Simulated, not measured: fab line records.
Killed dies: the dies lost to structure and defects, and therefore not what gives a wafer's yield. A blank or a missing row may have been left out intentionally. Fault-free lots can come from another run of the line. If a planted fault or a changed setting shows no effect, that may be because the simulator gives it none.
fab line records    flow nandHarc
[record] lots = 6  wafers = 18  lastDay = 24
route steps=1159 shown A_CONTACT@855 END@1159
lots untouched by any fault: they come from a run of this same line in which no faults occurred
startH: start of the lot's first displayed wafer, in hours after the record's first day    waitH: hours since the lot's step before    " as in the row above    L1.1+2: several wafers, shown together as one row    - either no value or no given start    * or withheld: withheld    < > ~ a bound
route shown NAME@n: NAME is a module with steps in the file, n the number in the route of the first one    usual: average and standard deviation across the fault-free wafers    same: alike in all rows    chamber/n: place in a boat    sites: per-site readings    _std_site: standard deviation of those values    _edge_site: mean of outer sites minus mean of inner sites    radiusMm: for every site, how far away it sits from the centre of the wafer    mask NAME#n: copy n    behind: tool/chamber where the wafer was last shaped    hold: why the lot was held/for how many hours/how that ended    device: transistor that didn't switch, given as n, p or np    end of line: the route-end tests of the same wafers    where a step has no rows: the recipe by itself    killed: dies that structure and defects cost at the first sort, which is not the same as the wafer's yield    map: shows each die of a wafer: x if killed, . if not, _ if none is there
set.NAME: the setting as run; set.NAME@STEP: as run at that earlier step    model.NAME: the simulator's own value behind a step, which no gauge read
lots seen at some steps along the route; tables by step, rows by wafer
services: the hour from which a tool's chamber was out of use, counted from the record's first day as startH (under 0 if before that day), plus the number of hours and why
[[steps]]
[step NHARC_A_CONTACT_OVL_MEAS_43]
[usual] overlayXNm = 0.1/0.83  overlayYNm = 0.0/0.93
lot.wafer  tool        chamber  startH  waitH  overlayXNm  overlayYNm
L812.1     overlay-02  -        387.74  -      0.4         1.0
L812.2     "           -        "       "      0.5         1.4
L812.4     "           -        "       "      -0.1        1.2
L816.1     overlay-01  -        429.06  -      0.1         0.3
L816.2     "           -        "       "      -0.6        -0.2
L816.4     "           -        "       "      0.0         0.7
L819.1     overlay-01  -        441.52  -      -1.3        0.1
L819.2     "           -        "       "      -1.8        0.3
L819.3     "           -        "       "      -1.5        -0.1
L827.2     overlay-01  -        457.15  -      0.7         0.8
L827.5     "           -        "       "      0.7         1.1
L827.6     "           -        "       "      0.6         0.6
L829.2     overlay-02  -        483.93  -      0.5         -0.4
L829.5     "           -        "       "      0.3         -0.2
L829.6     "           -        "       "      0.5         -0.7
L830.3     overlay-02  -        499.47  -      1.0         -1.8
L830.5     "           -        "       "      0.1         -1.9
L830.6     "           -        "       "      0.1         -1.1
[step NHARC_A_CONTACT_INSPECT_44]
[usual] rawDefectCount = 28/14
lot.wafer  tool              chamber  startH  waitH  rawDefectCount
L812.1     defectInspect-02  -        387.77  0.0    33
L812.2     "                 -        "       "      17
L812.4     "                 -        "       "      11
L816.1     defectInspect-02  -        429.10  0.0    9
L816.2     "                 -        "       "      9
L816.4     "                 -        "       "      12
L819.1     defectInspect-01  -        441.55  0.0    33
L819.2     "                 -        "       "      26
L819.3     "                 -        "       "      30
L827.2     defectInspect-02  -        457.19  0.0    23
L827.5     "                 -        "       "      28
L827.6     "                 -        "       "      27
L829.2     defectInspect-02  -        483.97  0.0    17
L829.5     "                 -        "       "      15
L829.6     "                 -        "       "      10
L830.3     defectInspect-01  -        499.51  0.0    36
L830.5     "                 -        "       "      51
L830.6     "                 -        "       "      44
[step NHARC_A_CONTACT_DESCUM_47]
[recipe] timeS = 3  o2FlowSccm = 200  arFlowSccm = 0  biasPowerW = 0  chemistry = O2
[step NHARC_A_CONTACT_ETCH_48]
[recipe] targetDepthA = 390  overEtchFrac = 0.3  timeS = 65  ionEnergyEv = 80  cf4FlowSccm = 150  arFlowSccm = 0  rfW = 300  biasW = 100  chemistry = CF4
[usual] chamberPressureMTorr = 50.00/0.043  drypumpMotorCurrentA = 5.9/0.37  oesProductAu = 1.002/0.0097  rfVppV = 151.2/0.99  showerheadPlenumPTorr = 1.77/0.063  throttleValvePct = 13.284/0.0083
lot.wafer  tool        chamber  startH  waitH  chamberPressureMTorr  drypumpMotorCurrentA  oesProductAu  rfHoursCounterH  rfVppV  showerheadPlenumPTorr  throttleValvePct
L812.1     rieDiel-02  2        387.94  0.1    50.02                 5.2                   1.002         16               151.7   1.74                   13.288
L812.2     "           3        "       "      50.02                 6.3                   1.007         19               151.5   1.77                   13.295
L812.4     "           0        "       "      50.04                 6.1                   0.995         20               149.9   1.68                   13.289
L816.2     rieDiel-06  2        429.25  0.1    50.02                 5.5                   1.002         0                152.2   1.79                   13.287
L816.1     "           3        "       "      50.03                 6.0                   1.007         0                152.1   1.83                   13.284
L816.4     "           1        "       "      49.99                 6.0                   1.006         0                152.0   1.89                   13.283
L819.1     rieDiel-02  3        441.74  0.1    50.02                 6.3                   1.001         36               151.7   1.77                   13.281
L819.3     "           0        "       "      49.98                 6.1                   0.981         42               150.2   1.68                   13.275
L819.2     "           1        "       "      50.02                 5.4                   0.992         39               150.2   1.70                   13.283
L827.2     rieDiel-07  3        457.46  0.2    50.08                 6.2                   1.017         9                150.0   1.68                   13.288
L827.6     "           0        "       "      49.94                 5.6                   0.994         -                151.7   1.80                   13.284
L827.5     "           1        "       "      49.97                 5.9                   1.010         -                152.4   1.84                   13.280
L829.2     rieDiel-06  3        484.13  0.1    49.95                 6.0                   0.996         24               151.2   1.83                   13.291
L829.5     "           1        "       "      49.99                 6.0                   1.003         -                152.0   1.88                   13.280
L829.6     "           2        "       "      50.03                 5.5                   1.019         -                149.9   1.78                   13.300
L830.3     rieDiel-07  1        499.67  0.1    50.03                 5.9                   1.009         18               151.0   1.84                   13.286
L830.6     "           2        "       "      50.04                 6.2                   1.001         -                151.7   1.81                   13.276
L830.5     "           3        "       "      50.02                 6.2                   1.020         -                151.3   1.68                   13.278
[step NHARC_A_CONTACT_ETCH_49]
[recipe] targetDepthA = 2600  overEtchFrac = 0.3  timeS = 475.3  ionEnergyEv = 200  n2FlowSccm = 150  h2FlowSccm = 150  arFlowSccm = 0  rfW = 400  biasW = 150  chemistry = N2/H2
[step NHARC_A_CONTACT_ETCH_50]
[recipe] targetDepthA = 847  timeS = 42.4  cf4FlowSccm = 100  chf3FlowSccm = 30  arFlowSccm = 0  rfW = 500  biasW = 200  chemistry = CF4/CHF3
[step NHARC_A_CONTACT_ETCH_51]
[recipe] targetDepthA = 36000  overEtchFrac = 0.3  timeS = 936  ionEnergyEv = 150  o2FlowSccm = 400  cosFlowSccm = 20  arFlowSccm = 0  rfW = 500  biasW = 300  chemistry = O2/COS
[step NHARC_A_CONTACT_ETCH_111]
[recipe] sourceW = withheld  pressureMtorr = 20  biasV = withheld  timeS = 140  targetDepthA = 7000  arFlowSccm = withheld  c4f8FlowSccm = withheld  o2FlowSccm = withheld  chemistry = C4F8/O2/Ar
[usual] chamberPressureMTorr = 20.002/0.018
lot.wafer  tool           chamber  startH  waitH  chamberPressureMTorr  rfHoursCounterH
L812.1     harCapEtch-01  0        389.18  -      20.007                60
L812.2     "              1        "       "      20.009                60
L812.4     "              0        "       "      19.956                -
L816.2     harCapEtch-03  0        430.43  -      19.992                89
L816.1     "              1        "       "      19.994                89
L816.4     "              1        "       "      20.003                -
L819.1     harCapEtch-01  0        442.91  -      20.001                68
L819.2     "              1        "       "      20.002                68
L819.3     "              0        "       "      19.998                -
L827.2     harCapEtch-01  0        458.62  -      19.986                74
L827.6     "              0        "       "      20.004                -
L827.5     "              1        "       "      19.997                -
L829.2     harCapEtch-01  1        485.29  -      19.982                80
L829.5     "              1        "       "      20.011                -
L829.6     "              0        "       "      20.004                -
L830.3     harCapEtch-03  1        500.93  -      19.998                -
L830.5     "              0        "       "      19.985                -
L830.6     "              1        "       "      19.975                -
[step NHARC_A_CONTACT_ETCH_112]
[recipe] sourceW = withheld  pressureMtorr = 20  biasV = 3000  timeS = 94  targetDepthA = 9220  arFlowSccm = withheld  c4f8FlowSccm = withheld  o2FlowSccm = withheld  chemistry = C4F8/O2/Ar
[step NHARC_A_CONTACT_ETCH_113]
[recipe] sourceW = withheld  pressureMtorr = 20  biasV = 3000  timeS = 94  targetDepthA = 9220  arFlowSccm = withheld  c4f8FlowSccm = withheld  o2FlowSccm = withheld  chemistry = C4F8/O2/Ar
[step NHARC_A_CONTACT_ETCH_114]
[recipe] sourceW = withheld  pressureMtorr = 20  biasV = 3000  timeS = 94  targetDepthA = 9220  arFlowSccm = withheld  c4f8FlowSccm = withheld  o2FlowSccm = withheld  chemistry = C4F8/O2/Ar
[usual] chamberPressureMTorr = 20.000/0.018
lot.wafer  tool           chamber  startH  waitH  chamberPressureMTorr  rfHoursCounterH
L812.1     harCapEtch-01  0        389.56  0.1    20.019                61
L812.2     "              1        "       "      19.997                61
L812.4     "              0        "       "      19.996                -
L816.2     harCapEtch-03  0        430.81  0.1    19.997                89
L816.1     "              1        "       "      19.999                89
L816.4     "              1        "       "      19.990                -
L819.1     harCapEtch-01  0        443.29  0.1    19.972                68
L819.2     "              1        "       "      19.999                68
L819.3     "              0        "       "      19.999                -
L827.2     harCapEtch-01  0        458.99  0.1    20.008                75
L827.6     "              0        "       "      19.989                -
L827.5     "              1        "       "      20.021                -
L829.2     harCapEtch-01  1        485.67  0.1    20.021                80
L829.5     "              1        "       "      20.013                -
L829.6     "              0        "       "      20.001                -
L830.3     harCapEtch-03  1        501.26  0.1    20.004                -
L830.5     "              0        "       "      19.998                -
L830.6     "              1        "       "      19.984                -
[step NHARC_A_CONTACT_ETCH_115]
[recipe] sourceW = withheld  pressureMtorr = 20  biasV = 3000  timeS = 94  targetDepthA = 9220  arFlowSccm = withheld  c4f8FlowSccm = withheld  o2FlowSccm = withheld  chemistry = C4F8/O2/Ar
[usual] chamberPressureMTorr = 20.000/0.017
lot.wafer  tool           chamber  startH  waitH  chamberPressureMTorr  rfHoursCounterH
L812.1     harCapEtch-01  0        389.65  0.1    20.001                61
L812.2     "              1        "       "      19.998                61
L812.4     "              0        "       "      20.012                -
L816.2     harCapEtch-03  0        430.90  0.1    19.989                89
L816.1     "              1        "       "      19.980                89
L816.4     "              1        "       "      20.002                -
L819.1     harCapEtch-01  0        443.38  0.1    20.034                68
L819.2     "              1        "       "      20.002                68
L819.3     "              0        "       "      19.979                -
L827.2     harCapEtch-01  0        459.08  0.1    20.044                75
L827.6     "              0        "       "      20.040                -
L827.5     "              1        "       "      20.021                -
L829.2     harCapEtch-01  1        485.76  0.1    19.969                80
L829.5     "              1        "       "      19.997                -
L829.6     "              0        "       "      19.996                -
L830.3     harCapEtch-03  1        501.35  0.1    20.012                -
L830.5     "              0        "       "      19.992                -
L830.6     "              1        "       "      19.998                -
[step NHARC_A_CONTACT_ETCH_116]
[recipe] sourceW = withheld  pressureMtorr = 20  biasV = 3000  timeS = 94  targetDepthA = 9220  arFlowSccm = withheld  c4f8FlowSccm = withheld  o2FlowSccm = withheld  chemistry = C4F8/O2/Ar
[usual] chamberPressureMTorr = 19.999/0.019
lot.wafer  tool           chamber  startH  waitH  chamberPressureMTorr  rfHoursCounterH
L812.1     harCapEtch-01  0        389.74  0.1    20.000                61
L812.2     "              1        "       "      20.002                61
L812.4     "              0        "       "      20.020                -
L816.2     harCapEtch-03  0        430.99  0.1    20.009                89
L816.1     "              1        "       "      19.979                89
L816.4     "              1        "       "      19.948                -
L819.1     harCapEtch-01  0        443.47  0.1    19.990                69
L819.2     "              1        "       "      19.978                69
L819.3     "              0        "       "      20.018                -
L827.2     harCapEtch-01  0        459.18  0.1    20.014                75
L827.6     "              0        "       "      19.970                -
L827.5     "              1        "       "      19.966                -
L829.2     harCapEtch-01  1        485.85  0.1    20.005                80
L829.5     "              1        "       "      19.980                -
L829.6     "              0        "       "      20.011                -
L830.3     harCapEtch-03  1        501.44  0.1    20.008                -
L830.5     "              0        "       "      19.996                -
L830.6     "              1        "       "      19.972                -
[step NHARC_A_CONTACT_ETCH_117]
[recipe] sourceW = withheld  pressureMtorr = 20  biasV = 3000  timeS = 94  targetDepthA = 9220  arFlowSccm = withheld  c4f8FlowSccm = withheld  o2FlowSccm = withheld  chemistry = C4F8/O2/Ar
[step NHARC_A_CONTACT_ETCH_118]
[recipe] sourceW = withheld  pressureMtorr = 20  biasV = 3000  timeS = 94  targetDepthA = 9220  arFlowSccm = withheld  c4f8FlowSccm = withheld  o2FlowSccm = withheld  chemistry = C4F8/O2/Ar
[usual] chamberPressureMTorr = 19.999/0.017
lot.wafer  tool           chamber  startH  waitH  chamberPressureMTorr  rfHoursCounterH
L812.1     harCapEtch-01  0        389.92  0.1    19.991                61
L812.2     "              1        "       "      20.021                61
L812.4     "              0        "       "      19.999                -
L816.2     harCapEtch-03  0        431.17  0.1    19.986                89
L816.1     "              1        "       "      19.981                89
L816.4     "              1        "       "      19.976                -
L819.1     harCapEtch-01  0        443.65  0.1    19.988                69
L819.2     "              1        "       "      19.998                69
L819.3     "              0        "       "      19.988                -
L827.2     harCapEtch-01  0        459.36  0.1    19.989                75
L827.6     "              0        "       "      20.032                -
L827.5     "              1        "       "      19.999                -
L829.2     harCapEtch-01  1        486.03  0.1    19.985                80
L829.5     "              1        "       "      20.022                -
L829.6     "              0        "       "      19.991                -
L830.3     harCapEtch-03  1        501.62  0.1    20.002                -
L830.5     "              0        "       "      19.998                -
L830.6     "              1        "       "      20.013                -
[step NHARC_A_CONTACT_ETCH_119]
[recipe] sourceW = withheld  pressureMtorr = 20  biasV = 3000  timeS = 94  targetDepthA = 9220  arFlowSccm = withheld  c4f8FlowSccm = withheld  o2FlowSccm = withheld  chemistry = C4F8/O2/Ar
[step NHARC_A_CONTACT_ETCH_120]
[recipe] sourceW = withheld  pressureMtorr = 20  biasV = 3000  timeS = 94  targetDepthA = 9220  arFlowSccm = withheld  c4f8FlowSccm = withheld  o2FlowSccm = withheld  chemistry = C4F8/O2/Ar
[step NHARC_A_CONTACT_ETCH_121]
[recipe] sourceW = withheld  pressureMtorr = 20  biasV = 3000  timeS = 94  targetDepthA = 9220  arFlowSccm = withheld  c4f8FlowSccm = withheld  o2FlowSccm = withheld  chemistry = C4F8/O2/Ar
[step NHARC_A_CONTACT_ETCH_122]
[recipe] sourceW = withheld  pressureMtorr = 20  biasV = 3000  timeS = 95  targetDepthA = 9300  arFlowSccm = withheld  c4f8FlowSccm = withheld  o2FlowSccm = withheld  chemistry = C4F8/O2/Ar
[step NHARC_A_CONTACT_ETCH_123]
[recipe] sourceW = withheld  pressureMtorr = 20  biasV = 400  timeS = 253  targetDepthA = 10900  arFlowSccm = withheld  c4f8FlowSccm = 11.5  o2FlowSccm = 7.2  chemistry = C4F8/O2/Ar
[step NHARC_A_CONTACT_ETCH_90]
[recipe] targetDepthA = 400  overEtchFrac = 0.5  timeS = 85.7  ionEnergyEv = 120  ch3fFlowSccm = 50  o2FlowSccm = 30  arFlowSccm = 200  rfW = 500  biasW = 100  chemistry = CH3F/O2
[step NHARC_A_CONTACT_ETCH_96]
[recipe] targetDepthA = 200  overEtchFrac = 0.5  timeS = 10  ionEnergyEv = 250  c4f6FlowSccm = 25  o2FlowSccm = 20  arFlowSccm = 500  rfW = 600  biasW = 500  chemistry = C4F6/O2
[step NHARC_A_CONTACT_CD_MEAS_53]
[usual] cdNm = 189.9/0.66
lot.wafer  tool      chamber  startH  waitH  cdNm
L812.1     cdSem-02  -        391.19  -      189.2
L812.2     "         -        "       "      188.8
L812.4     "         -        "       "      189.5
L816.1     cdSem-03  -        432.47  -      189.8
L816.2     "         -        "       "      190.2
L816.4     "         -        "       "      189.3
L819.1     cdSem-02  -        444.93  -      190.4
L819.2     "         -        "       "      189.3
L819.3     "         -        "       "      189.5
L827.2     cdSem-03  -        460.69  -      190.0
L827.5     "         -        "       "      190.8
L827.6     "         -        "       "      190.4
L829.2     cdSem-03  -        487.31  -      189.2
L829.5     "         -        "       "      189.2
L829.6     "         -        "       "      189.2
L830.3     cdSem-03  -        502.87  -      190.3
L830.5     "         -        "       "      190.3
L830.6     "         -        "       "      189.4
[step NHARC_A_CONTACT_STRIP_99]
[recipe] n2FlowSccm = 150  h2FlowSccm = 150  arFlowSccm = 0  biasW = 0  chemistry = N2/H2
[step NHARC_A_CONTACT_STRIP_100]
[recipe] cf4FlowSccm = 100  chf3FlowSccm = 30  arFlowSccm = 0  biasW = 0  chemistry = CF4/CHF3
[step NHARC_A_CONTACT_STRIP_101]
[recipe] o2FlowSccm = 400  cosFlowSccm = 20  arFlowSccm = 0  biasW = 0  chemistry = O2/COS
[step NHARC_A_CONTACT_ETCH_102]
[recipe] targetDepthA = 700  overetchA = 70  timeS = 38.5  ionEnergyEv = 100  cf4FlowSccm = 80  o2FlowSccm = 20  arFlowSccm = 0  rfW = 300  biasW = 100  chemistry = CF4/O2
[step NHARC_A_CONTACT_STRIP_55]
[recipe] o2FlowSccm = 500  arFlowSccm = 0  biasW = 0  chemistry = O2
[step NHARC_A_CONTACT_STRIP_56]
[recipe] timeS = 600  tempC = 30  chemistry = postEtchResidueRemover
[step NHARC_A_CONTACT_DEP_57]
[recipe] targetThkA = 28000  tempC = 400  material = aC
[step NHARC_A_CONTACT_DEP_58]
[recipe] targetThkA = 600  targetThkNm = 60  tempC = 400  pressureTorr = 3.5  flowSccm = 200  rfW = 350  material = SiON
[step NHARC_A_CONTACT_DEHYDRATE_59]
[recipe] tempC = 150  timeS = 120
[step NHARC_A_CONTACT_HMDS_60]
[recipe] timeS = 30
[step NHARC_A_CONTACT_COAT_61]
[recipe] tempC = 260  timeS = 75
[step NHARC_A_CONTACT_COAT_62]
[recipe] tempC = 225  timeS = 65
[step NHARC_A_CONTACT_COAT_63]
[recipe] spinRpm = 1500  resistThkNm = 90
[step NHARC_A_CONTACT_SOFTBAKE_64]
[recipe] tempC = 105  timeS = 55
[step NHARC_A_CONTACT_EBR_65]
[step NHARC_A_CONTACT_EXPOSE_66]
[recipe] na = 1.35  sigmaOuter = 0.8  doseMj = 59.02  maskId = A_CC_2
[step NHARC_A_CONTACT_PEB_67]
[recipe] pebTempC = 100  pebTimeS = 65
[step NHARC_A_CONTACT_DEVELOP_68]
[recipe] developTimeS = 35  devTempC = 23
[step NHARC_A_CONTACT_CD_MEAS_69]
[recipe] targetCdNm = 200  landingEnergyEv = 500
[usual] cdNm = 199.9/0.63
lot.wafer  tool      chamber  startH  waitH  cdNm
L812.1     cdSem-03  0        394.67  -      200.6
L812.2     "         0        "       "      199.8
L812.4     "         0        "       "      200.2
L816.1     cdSem-03  0        435.75  -      200.6
L816.2     "         0        "       "      200.6
L816.4     "         0        "       "      201.2
L819.1     cdSem-03  0        449.78  -      200.7
L819.2     "         0        "       "      199.9
L819.3     "         0        "       "      200.5
L827.2     cdSem-03  0        464.61  -      200.6
L827.5     "         0        "       "      200.7
L827.6     "         0        "       "      200.9
L829.2     cdSem-01  0        490.62  -      199.3
L829.5     "         0        "       "      199.3
L829.6     "         0        "       "      199.1
L830.3     cdSem-03  0        507.70  -      200.1
L830.5     "         0        "       "      199.5
L830.6     "         0        "       "      199.1
[step NHARC_END_SORT_01]
[recipe] tempC = 25
[usual] killedAtArray = 28/10  killedAtOther = 0.5/0.82  killedAtPeriphery = 3.4/2.2  killedDies = 31/10  killedOpen = 3.4/1.9  killedShort = 1.9/1.3
[same] grossDies = 677
lot.wafer  tool       chamber  startH  waitH  killedAtArray  killedAtOther  killedAtPeriphery  killedDies  killedOpen  killedShort
L812.1     prober-02  0        466.29  2.5    29             0              7                  36          4           2
L812.2     prober-02  0        467.08  2.8    17             1              5                  23          3           0
L812.4     prober-02  0        468.66  3.4    14             0              8                  22          3           1
L819.3     prober-02  0        517.04  3.1    20             1              5                  26          4           3
L827.2     prober-02  0        548.23  2.8    106            0              4                  110         1           4
L827.5     prober-02  0        550.61  3.7    88             0              2                  90          1           2
L827.6     prober-02  0        551.40  4.0    107            2              0                  109         2           1
L829.2     prober-01  0        562.10  2.8    90             0              3                  93          4           4
L829.5     prober-01  0        564.50  3.7    100            0              3                  103         8           2
L829.6     prober-01  0        565.30  4.0    92             0              2                  94          4           3
// killed by level:class
L812.1 A_CHANNEL_HOLE_D1:chamberFilmFlake=15 A_STAIRCASE:chamberFilmFlake=4 A_CONTACT:geometricParticle:open=3 P_ZERO_WELL:chamberFilmFlake=3 P_STI:chamberFilmFlake=2 A_CHANNEL_FILL_D1:chamberFilmFlake=2 P_CONTACT:geometricParticle:short=1 A_SOURCE_PLATE:geometricParticle:short=1
L812.2 A_CHANNEL_HOLE_D1:chamberFilmFlake=10 A_CHANNEL_FILL_D1:chamberFilmFlake=4 P_ZERO_WELL:chamberFilmFlake=3 P_M0:geometricParticle:open=1 A_ONON_D1:geometricParticle:open=1 A_CHANNEL_HOLE_D1:geometricParticle:open=1 P_STI:chamberFilmFlake=1 A_CONTACT:chamberFilmFlake=1
L812.4 P_STI:chamberFilmFlake=5 A_CHANNEL_HOLE_D1:chamberFilmFlake=4 A_CONTACT:chamberFilmFlake=4 A_STAIRCASE:chamberFilmFlake=3 P_M0:geometricParticle:open=1 A_CHANNEL_FILL_D1:geometricParticle:open=1 A_WL_FILL:geometricParticle:short=1 A_BLC:geometricParticle:open=1
L819.3 A_SLIT:chamberFilmFlake=8 P_BONDPAD:chamberFilmFlake=3 A_STAIRCASE:chamberFilmFlake=3 A_CHANNEL_FILL_D1:chamberFilmFlake=2 A_CONTACT:chamberFilmFlake=2 P_GATE:geometricParticle:short=1 P_M0:geometricParticle:short=1 A_WL_FILL:geometricParticle:open=1
L827.2 A_CONTACT:unspecified=81 A_SLIT:chamberFilmFlake=11 A_CHANNEL_HOLE_D1:chamberFilmFlake=4 A_BLC:chamberFilmFlake=4 A_ONON_D1:geometricParticle:short=2 A_WL_FILL:geometricParticle:short=2 P_STI:chamberFilmFlake=2 P_M0:geometricParticle:open=1
L827.5 A_CONTACT:unspecified=70 A_SLIT:chamberFilmFlake=9 A_WL_FILL:geometricParticle:short=2 A_CHANNEL_HOLE_D1:chamberFilmFlake=2 A_BLC:chamberFilmFlake=2 A_WL_FILL:geometricParticle:open=1 P_ZERO_WELL:chamberFilmFlake=1 P_M0:chamberFilmFlake=1
L827.6 A_CONTACT:unspecified=81 A_SLIT:chamberFilmFlake=15 A_CHANNEL_HOLE_D1:chamberFilmFlake=4 A_CONTACT:chamberFilmFlake=3 A_CHANNEL_FILL_D1:geometricParticle:open=1 A_WL_FILL:geometricParticle:open=1 STARTING-WAFER:geometricParticle:short=1 A_STAIRCASE:chamberFilmFlake=1
L829.2 A_CONTACT:unspecified=72 A_CONTACT:chamberFilmFlake=5 A_CHANNEL_FILL_D1:geometricParticle:short=4 A_CHANNEL_HOLE_D1:chamberFilmFlake=4 P_M0:geometricParticle:open=2 A_CONTACT:geometricParticle:open=2 A_STAIRCASE:chamberFilmFlake=2 P_GATE:chamberFilmFlake=1
L829.5 A_CONTACT:unspecified=77 A_CHANNEL_HOLE_D1:chamberFilmFlake=10 A_CONTACT:chamberFilmFlake=4 A_WL_FILL:geometricParticle:open=2 A_CONTACT:geometricParticle:open=2 P_M0:chamberFilmFlake=2 P_M0:geometricParticle:open=1 A_CHANNEL_FILL_D1:geometricParticle:open=1
L829.6 A_CONTACT:unspecified=76 A_CONTACT:chamberFilmFlake=5 A_CHANNEL_HOLE_D1:chamberFilmFlake=3 A_BLC:geometricParticle:open=2 P_STI:chamberFilmFlake=2 A_CHANNEL_FILL_D1:geometricParticle:short=1 A_SGD_CUT:geometricParticle:short=1 A_SLIT:geometricParticle:open=1
// map L827.2 (x killed, . not)
____________x____________
_________......._________
_______...x....xx._______
______x............______
_____xx............._____
____xxxx.x...........____
____xxxxx.....x......____
___xxxxx..............___
___xxxxxx........x....___
__xxxxxxx....x.........__
__xxxxxxx............x.__
_xxxxxxxx..............._
_xxxxxxxx..............._
_xxxxxxxx...........x..._
_.xxxxxx.x.............x_
_.xxxxxx................_
...xxx............x......
...xxx..................x
........x..........x.....
...............x.x.......
................x..xx....
_................x.x...._
_.x..............xx....._
_......................._
_..x...................._
_x......................_
__.....................__
__.....................__
___...................___
___.............x.....___
____..............x..____
____...x.............____
_____..............._____
______.............______
_______..........._______
_________......._________
____________.____________
// map L829.5 (x killed, . not)
____________.____________
_________......._________
_______.......xx.._______
______.........x...______
_____.......x......._____
____...............x.____
____.x...............____
___.................x.___
___.x.................___
__xxxx............x....__
__xxxx.................__
_xxxxx....x............._
_xxxx.x................._
_xxxxxx................._
_xxxxxx................._
_xxxxxx................._
xxxxxxxx.................
xxxxxxx..................
xxxxxxx..................
xxxxxxx...........xx.....
xxxxx.x..........x.x.....
_xxx.............x......_
_.xx..................x._
_................x.x...._
_...x.............x.x..._
_.................x.x..._
__.....................__
__...x...............x.__
___...................___
___...................___
____............x....____
____..............x..____
_____..............._____
______.............______
_______..........._______
_________......._________
____________.____________
[[services]]
tool           chamber  startH  hours  kind
rieDiel-06     0        373.11  -      clean
rieDiel-06     1        373.11  -      clean
rieDiel-06     2        373.11  -      clean
rieDiel-06     3        373.11  -      clean
rieDiel-07     0        384.45  -      clean
rieDiel-07     1        384.45  -      clean
rieDiel-07     2        384.45  -      clean
rieDiel-07     3        384.45  -      clean
rieDiel-02     0        387.09  -      clean
rieDiel-02     1        387.09  -      clean
rieDiel-02     2        387.09  -      clean
rieDiel-02     3        387.09  -      clean
rieDiel-06     -        390.24  1.4    repair
harCapEtch-01  -        394.75  0.2    repair
rieDiel-06     0        397.61  -      clean
rieDiel-06     1        397.61  -      clean
rieDiel-06     2        397.61  -      clean
rieDiel-06     3        397.61  -      clean
rieDiel-07     -        405.20  9.0    pm
rieDiel-06     -        418.43  9.0    pm
rieDiel-02     3        427.16  5.2    repair
rieDiel-07     0        439.06  1.8    repair
rieDiel-06     2        464.28  9.1    repair
rieDiel-07     2        495.11  1.8    repair
[[key]]
[firstSign] step = NHARC_END_SORT_01  reading = killedAtArray  direction = up  sigmas = 6.8  usual = 28  struck = 97
[effect] step = NHARC_END_SORT_01  reading = killedDies  direction = up  sigmas = 6.6  usual = 31  struck = 100
[moreKillsBornAt] NHARC_A_CONTACT_ETCH_116@harCapEtch-01 = 448
metAt NHARC_A_CONTACT_ETCH_116
struckWafers L827.2,L827.5,L827.6,L829.2,L829.5,L829.6
testerLeftOut L827,L829
onsetBetween 443.47 459.18
alsoFits NHARC_A_CONTACT_ETCH_111:harCapEtch-01,NHARC_A_CONTACT_ETCH_114:harCapEtch-01,NHARC_A_CONTACT_ETCH_115:harCapEtch-01,NHARC_A_CONTACT_ETCH_118:harCapEtch-01
[fault] kind = chamberParticleSource  tool = harCapEtch-01  chamber = -  onsetH = 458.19  steps = NHARC_A_CONTACT_ETCH_116  ratePerVisitCm2 = 1.5448  endH = 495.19
// testerLeftOut: of these lots the tester's yield and bins aren't shown, on N5 and GAA mostly nor the transistor test; their killed dies are dies lost to structure and defects alone, not to doping, threshold or leakage, so they don't give the yield
